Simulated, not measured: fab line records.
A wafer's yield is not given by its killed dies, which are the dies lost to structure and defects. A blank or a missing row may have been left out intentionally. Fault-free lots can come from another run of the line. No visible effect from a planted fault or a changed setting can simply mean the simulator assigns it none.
fab line records	flow n5-finfet
record: lots: 11	wafers: 31	last-day: 17
route steps=1938 shown BEOL_M11@1537
lots that met no fault: from a run of the same line without faults
start-h: hours from the record's opening day to when the first of the lot's shown wafers began	wait-h: hours from the lot's prior step to this one	" as in the row above	L1.1+2: one row covering several wafers at once	- no value, or no start was given	* or withheld: withheld	< > ~ a bound
route shown NAME@n: names a module that has steps shown in the file, with the first one's number in the route	usual: mean/standard deviation taken from wafers without a fault	same: alike in all rows	chamber/n: place in a boat	sites: the reading at each site	_std_site: standard deviation across them	_edge_site: the outer-site mean with the inner-site mean subtracted	radius-mm: for every site, how far away it sits from the centre of the wafer	mask NAME#n: copy n	behind: tool/chamber where the wafer was last shaped	hold: why the lot was held/for how many hours/how that ended	device: which transistor (n, p or np) failed to switch	end of line: the tests these same wafers got at the end of their route	a step without rows: its recipe alone	killed: count of dies lost to structure and defects at first sort (not the wafer's yield)	map: the dies of a wafer, with x for killed, . for not killed, _ for no die there
set.NAME: the setting the step ran with; set.NAME@STEP: the setting that earlier step ran with	model.NAME: the simulator's own value behind a step, which no gauge read
a sample of lots followed through the steps of the route, with each step as a table and each wafer as a row
services: a tool's chamber out of use, with start hour (start-h, from the record's first day; less than 0 if before it), hours out, and reason
== steps ==
step: N5_BEOL_M11_CURE_71
recipe: temp-c: 385	time-s: 240	ambient: He/Ar	material: SiCOH_lowk
usual: lamp-power-pct: 52.31/0.051	wafer_temp_C_max: 386.8/0.61
lot.wafer	tool	chamber	start-h	wait-h	lamp-power-pct	wafer_temp_C_max
L994.2	uv-cure-02	2	225.82	0.1	52.26	386.9
L994.5	"	2	"	"	52.33	386.8
L994.6	"	2	"	"	52.29	387.1
L999.2	uv-cure-03	0	247.96	0.1	52.28	386.4
L999.4	"	0	"	"	52.33	386.6
L998.4	uv-cure-01	1	251.39	0.3	52.27	386.5
L998.6	"	1	"	"	52.25	386.7
L100.4	uv-cure-02	2	268.37	0.5	52.30	387.8
L100.5	"	2	"	"	52.32	387.1
L100.6	"	2	"	"	52.39	387.1
L102.3	uv-cure-03	0	269.72	0.2	52.39	387.0
L102.4	"	0	"	"	52.30	386.6
L102.6	"	0	"	"	52.28	387.9
L101.3	uv-cure-02	0	274.82	0.5	52.20	385.7
L101.5	"	0	"	"	52.30	386.1
L101.6	"	0	"	"	52.27	386.6
L112.4	uv-cure-01	2	334.09	0.3	52.45	386.8
L112.5	"	2	"	"	52.32	386.9
L112.6	"	2	"	"	52.34	386.9
L113.1	uv-cure-01	0	342.31	0.0	52.32	387.3
L113.4	"	0	"	"	52.36	387.6
L113.6	"	0	"	"	52.30	387.1
L111.1	uv-cure-03	0	343.87	0.0	52.33	386.7
L111.3	"	0	"	"	52.34	386.2
L111.4	"	0	"	"	52.31	387.6
L115.2	uv-cure-01	0	354.32	0.1	52.28	388.1
L115.4	"	0	"	"	52.40	388.2
L115.5	"	0	"	"	52.37	387.8
L116.2	uv-cure-02	2	355.33	0.1	52.30	387.0
L116.5	"	2	"	"	52.31	387.7
L116.6	"	2	"	"	52.34	386.7
step: N5_BEOL_M11_PECVD_70
recipe: material: SiO2	target-thk-a: 200	temp-c: 400	precursor: TEOS/O2	pressure-torr: 5.5	rf-w: 450	teos-flow-sccm: 53.8	gas: O2	flow-sccm: 3000	time-s: 22.7
usual: heater-power-w: 665/75	showerhead-plenum-p-Torr: 8.75/0.051	throttle-valve-pct: 22.0/0.97
lot.wafer	tool	chamber	start-h	wait-h	heater-power-w	showerhead-plenum-p-Torr	throttle-valve-pct
L994.2	pecvd-04	0	226.29	0.0	771	8.71	23.6
L994.5	"	0	"	"	636	8.71	23.5
L994.6	"	1	"	"	553	8.71	22.9
L999.2	pecvd-04	1	248.43	0.0	526	8.72	22.9
L999.4	"	0	"	"	699	8.73	23.5
L998.4	pecvd-04	1	251.72	0.1	547	8.72	22.6
L998.6	"	2	"	"	728	8.76	20.5
L100.4	pecvd-03	2	268.94	0.1	685	8.78	22.6
L100.5	"	1	"	"	630	8.70	21.2
L100.6	"	0	"	"	628	8.87	21.3
L102.3	pecvd-01	2	270.13	0.1	754	8.75	21.0
L102.4	"	1	"	"	660	8.80	21.8
L102.6	"	1	"	"	657	8.78	22.1
L101.3	pecvd-04	0	275.53	0.0	672	8.69	23.5
L101.5	"	2	"	"	618	8.74	20.3
L101.6	"	0	"	"	672	8.72	23.5
L112.4	pecvd-04	0	334.42	0.1	764	8.70	23.6
L112.5	"	1	"	"	539	8.73	22.9
L112.6	"	2	"	"	746	8.75	20.9
L113.1	pecvd-03	0	342.86	0.0	597	8.89	21.3
L113.4	"	0	"	"	603	8.88	21.2
L113.6	"	2	"	"	775	8.80	23.0
L111.1	pecvd-04	1	344.42	0.0	488	8.71	22.9
L111.3	"	2	"	"	736	8.76	20.7
L111.4	"	1	"	"	507	8.73	22.9
L115.2	pecvd-03	0	354.79	0.0	654	8.91	21.1
L115.4	"	0	"	"	653	8.88	21.5
L115.5	"	0	"	"	640	8.88	21.3
L116.2	pecvd-01	2	355.80	0.0	759	8.74	21.2
L116.5	"	0	"	"	617	8.75	22.3
L116.6	"	2	"	"	767	8.76	21.3
step: N5_BEOL_M11_EXPOSE_08
recipe: mask-id: M11	na: 1.35	source-shape: dipole	sigma-inner: 0.411	sigma-outer: 0.611	polarization: te	dose-mj: 53.75
usual: exposure-dose-mJ-cm2: 53.79/0.14
lot.wafer	tool	chamber	start-h	wait-h	mask	exposure-dose-mJ-cm2
L994.2	arfi-scanner-03	0	227.45	-	M11#0	53.61
L994.5	"	0	"	"	M11#0	53.67
L994.6	"	0	"	"	M11#0	53.76
L999.2	arfi-scanner-02	0	248.86	-	M11#0	53.95
L999.4	"	0	"	"	M11#0	54.01
L998.4	arfi-scanner-03	0	253.87	-	M11#0	53.77
L998.6	"	0	"	"	M11#0	53.73
L100.4	arfi-scanner-01	0	269.37	-	M11#0	53.77
L100.5	"	0	"	"	M11#0	53.74
L100.6	"	0	"	"	M11#0	53.72
L102.3	arfi-scanner-02	0	270.57	-	M11#0	53.91
L102.4	"	0	"	"	M11#0	53.92
L102.6	"	0	"	"	M11#0	54.03
L101.3	arfi-scanner-03	0	278.36	-	M11#0	53.68
L101.5	"	0	"	"	M11#0	53.69
L101.6	"	0	"	"	M11#0	53.67
L112.4	arfi-scanner-03	0	335.82	-	M11#0	55.57
L112.5	"	0	"	"	M11#0	55.57
L112.6	"	0	"	"	M11#0	55.58
L113.1	arfi-scanner-02	0	343.29	-	M11#0	53.97
L113.4	"	0	"	"	M11#0	53.98
L113.6	"	0	"	"	M11#0	54.08
L111.1	arfi-scanner-03	0	346.39	-	M11#0	55.30
L111.3	"	0	"	"	M11#0	55.24
L111.4	"	0	"	"	M11#0	55.22
L115.2	arfi-scanner-01	0	355.64	-	M11#0	53.68
L115.4	"	0	"	"	M11#0	53.73
L115.5	"	0	"	"	M11#0	53.67
L116.2	arfi-scanner-02	0	358.32	-	M11#0	54.06
L116.5	"	0	"	"	M11#0	53.99
L116.6	"	0	"	"	M11#0	54.04
step: N5_BEOL_M11_ETCH_62
recipe: chemistry: N2/H2	target: SOC	target-depth-a: 1100	overetch-a: 220	mask-material: SiARC	temp-c: 40	time-s: 165	ion-energy-ev: 200	pressure-mtorr: 30	source-w: 840	bias-w: 150	n2-flow-sccm: 200	h2-flow-sccm: 200
usual: drypump-motor-current-A: 5.9/0.32	oes-product-au: 0.66/0.061	rf-vpp-V: 523.9/2.3	showerhead-plenum-p-Torr: 2.55/0.084	temp-c: 39.99/0.11	throttle-valve-pct: 17.91/0.23
lot.wafer	tool	chamber	start-h	wait-h	drypump-motor-current-A	oes-product-au	rf-hours-counter-h	rf-vpp-V	showerhead-plenum-p-Torr	temp-c	throttle-valve-pct
L994.2	rie-diel-05	1	228.03	0.0	5.5	0.65	156	521.0	2.47	40.08	18.32
L994.5	"	2	"	"	5.7	0.72	-	521.6	2.47	40.01	17.70
L994.6	"	3	"	"	6.1	0.62	-	526.4	2.62	39.89	17.89
L999.2	rie-diel-05	2	249.15	0.0	5.7	0.72	62	522.6	2.47	39.97	17.70
L999.4	"	0	"	"	5.6	0.62	217	524.7	2.52	39.94	18.11
L998.4	rie-diel-02	1	254.15	0.0	6.6	0.61	195	523.6	2.53	39.97	18.03
L998.6	"	2	"	"	6.1	0.78	-	528.4	2.74	39.94	17.96
L100.4	rie-diel-05	0	269.96	0.0	5.6	0.61	224	523.4	2.52	39.95	18.11
L100.5	"	0	"	"	5.5	0.62	-	522.3	2.52	40.12	18.12
L100.6	"	3	"	"	6.1	0.60	-	526.1	2.61	39.92	17.91
L102.3	rie-diel-02	1	270.87	0.0	6.6	0.60	199	524.4	2.53	40.01	18.05
L102.4	"	2	"	"	6.1	0.76	22	528.1	2.74	39.92	17.99
L102.6	"	3	"	"	6.1	0.76	-	525.5	2.57	40.04	17.79
L101.3	rie-diel-01	0	278.65	0.0	6.1	0.74	34	524.5	2.60	39.79	17.58
L101.5	"	3	"	"	5.9	0.61	-	520.5	2.41	40.12	17.91
L101.6	"	0	"	"	6.1	0.73	-	523.8	2.60	39.79	17.58
L112.4	rie-diel-02	1	336.10	0.0	6.6	0.60	216	522.9	2.52	40.13	18.07
L112.5	"	0	"	"	5.6	0.59	-	527.6	2.63	39.86	18.08
L112.6	"	1	"	"	6.6	0.59	-	522.0	2.52	39.98	18.08
L113.1	rie-diel-05	2	343.58	0.0	5.7	0.69	89	521.8	2.46	39.97	17.76
L113.4	"	1	"	"	5.5	0.62	-	520.4	2.46	39.88	18.37
L113.6	"	0	"	"	5.6	0.60	-	523.2	2.51	40.13	18.15
L111.1	rie-diel-05	1	346.84	0.0	5.5	0.62	190	520.4	2.46	40.00	18.37
L111.3	"	0	"	"	5.6	0.60	246	522.7	2.51	39.95	18.13
L111.4	"	2	"	"	5.7	0.69	-	522.2	2.46	40.00	17.74
L115.2	rie-diel-01	1	355.94	0.0	6.2	0.61	181	523.0	2.53	39.98	17.73
L115.4	"	3	"	"	5.9	0.60	226	519.6	2.40	40.02	17.96
L115.5	"	2	"	"	5.6	0.70	-	524.7	2.57	40.15	17.67
L116.2	rie-diel-05	2	359.43	0.0	5.7	0.68	96	521.9	2.45	40.12	17.76
L116.5	"	1	"	"	5.5	0.62	-	520.4	2.45	39.94	18.38
L116.6	"	2	"	"	5.7	0.69	-	523.3	2.45	40.05	17.77
== services ==
tool	chamber	start-h	hours	kind
pecvd-03	-	206.11	2.8	pm
uv-cure-01	-	206.76	1.3	repair
arfi-scanner-03	-	208.42	0.3	repair
uv-cure-01	-	213.61	7.5	pm
arfi-scanner-02	-	219.46	1.0	pm
arfi-scanner-02	-	220.46	1.3	pm
arfi-scanner-03	-	225.07	1.3	pm
arfi-scanner-03	-	252.10	0.8	pm
pecvd-04	-	253.34	2.8	pm
arfi-scanner-02	-	254.67	2.6	repair
arfi-scanner-03	-	256.33	3.1	pm
arfi-scanner-02	-	267.38	0.8	pm
uv-cure-02	-	276.57	3.8	repair
pecvd-04	-	286.11	7.2	repair
uv-cure-01	-	299.53	14.6	pm
rie-diel-05	2	301.90	1.7	repair
arfi-scanner-02	-	317.20	1.0	pm
arfi-scanner-03	-	319.55	2.2	repair
arfi-scanner-03	-	332.41	1.0	pm
uv-cure-01	-	342.85	1.0	pm
rie-diel-05	3	343.35	14.3	repair
arfi-scanner-02	-	345.12	5.0	repair
uv-cure-01	-	349.55	2.1	pm
arfi-scanner-03	-	350.59	1.3	pm
== key ==
first-sign: step: N5_BEOL_M11_EXPOSE_08	reading: exposure-dose-mJ-cm2	direction: up	sigmas: 12	usual: 53.79	struck: 55.41
effect none on later readings
met-at N5_BEOL_M11_EXPOSE_08
struck-lots L111,L112
loop-trim: step: N5_BEOL_M11_EXPOSE_08	setting: dose	lots: L111
not-acting-at N5_BEOL_M11_CURE_71,N5_BEOL_M11_PECVD_70,N5_BEOL_M11_ETCH_62
onset-between 278.36 335.82
fault: kind: process-parameter-drift	tool: arfi-scanner-03	chamber: -	onset-h: 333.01	steps: N5_BEOL_M11_EXPOSE_08	channel: dose-mj	offset: 1.8687	shape: step	acts-in: these-recipes-only	stated: 53.75
loop-trim: a control loop set the setting to another value than it would have without faults
